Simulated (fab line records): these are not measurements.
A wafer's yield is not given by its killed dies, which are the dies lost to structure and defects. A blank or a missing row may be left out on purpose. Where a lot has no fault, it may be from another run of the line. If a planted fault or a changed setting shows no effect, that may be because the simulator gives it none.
One fault seen from 2 desks / flow nandHarc / every desk sees just its own numbers, and what lay behind them comes last

## AT THE METROLOGY DESK
Lot by lot, what the gauges showed, no matter which tool ran the lot: averages of those sampled wafers that carry a number. If a lot's mean is further than 4 standard deviations from the usual mean, the lot is out of limits and carries the mark OUT (the distance appears in the brackets).
Columns: A = overlayXNm at NHARC_P_M0_OVL_MEAS_10, usual -0.2 nm; B = overlayYNm at NHARC_P_M0_OVL_MEAS_10, usual -0.1 nm
lot=L662; first seen here=day 6 10:46; A=-2.1; B=-0.1
lot=L664; first seen here=day 7 02:34; A=-1.3; B=0.8
lot=L666; first seen here=day 7 11:28; A=-0.5; B=0.2
lot=L672; first seen here=day 8 21:31; A=-0.6; B=-0.8
lot=L674; first seen here=day 9 12:47; A=-0.6; B=1.7
lot=L675; first seen here=day 10 01:15; A=0.9; B=-0.2
lot=L676; first seen here=day 10 04:50; A=-0.1; B=-1.8
lot=L677; first seen here=day 10 07:23; A=0.5; B=-0.1
lot=L678; first seen here=day 10 10:44; A=0.4; B=-0.1
lot=L679; first seen here=day 10 19:20; A=-1.0; B=0.5
lot=L680; first seen here=day 10 19:44; A=1.1; B=-0.6
lot=L681; first seen here=day 11 09:21; A=0.6; B=-0.7
This desk's finding: nothing out of limits on any of the 12 lots.

## AT THE TOOL OWNER'S DESK: rieDiel-02
The tool's own readings at NHARC_P_M0_ETCH_34 (etches the open film in N2/H2, target depth 40 nm, overetch 12 nm, time 43.94 s): means of the sampled wafers that have a number, for each lot that ran on this tool. If a lot's mean is further than 4 standard deviations from the usual mean, the lot is out of limits and carries the mark OUT (the distance appears in the brackets).
Columns: A = drypumpMotorCurrentA at NHARC_P_M0_ETCH_34, usual 5.8 A; B = oesProductAu at NHARC_P_M0_ETCH_34, usual 0.997 a.u.; C = rfVppV at NHARC_P_M0_ETCH_34, usual 431 V; D = runLengthS at NHARC_P_M0_ETCH_34, usual 65.5 s; E = showerheadPlenumPTorr at NHARC_P_M0_ETCH_34, usual 2.06 Torr; F = throttleValvePct at NHARC_P_M0_ETCH_34, usual 14.172 %
lot=L662; first seen here=day 6 10:59; A=5.5; B=0.989; C=433; D=58.8 (-16) OUT; E=2.11; F=14.164
lot=L664; first seen here=day 7 02:44; A=5.7; B=0.998; C=432; D=62.3 (-7.5) OUT; E=2.09; F=14.183
lot=L674; first seen here=day 9 12:59; A=5.6; B=0.998; C=431; D=65.3; E=2.05; F=14.173
lot=L676; first seen here=day 10 05:01; A=5.6; B=0.990; C=432; D=65.6; E=2.10; F=14.176
lot=L677; first seen here=day 10 07:34; A=5.5; B=0.994; C=431; D=65.5; E=2.11; F=14.185
lot=L678; first seen here=day 10 10:55; A=5.7; B=1.003; C=431; D=65.5; E=2.07; F=14.170
This desk finds L662, L664 out of limits, L662 being first, at day 6 10:59 (runLengthS at NHARC_P_M0_ETCH_34). L674, L676, L677, L678: within limits.

## PUT TOGETHER
The tool owner's desk had the chance to raise an alarm at day 6 10:59 on L662, L664.
The metrology desk saw nothing out of limits.
The metrology desk holds a record of L662, L664, inside its limits.
The lots listed all ran NHARC_P_M0_ETCH_34 on rieDiel-02.

## WHAT THE SIMULATOR HAD INSERTED
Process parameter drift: rieDiel-02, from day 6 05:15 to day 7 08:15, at NHARC_P_M0_ETCH_34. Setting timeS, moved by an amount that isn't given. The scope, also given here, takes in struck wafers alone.
Shown lots that were struck: L662, L664.
Time in hours from fault onset to the first out-of-limits reading at each desk: the tool owner's desk, 6.
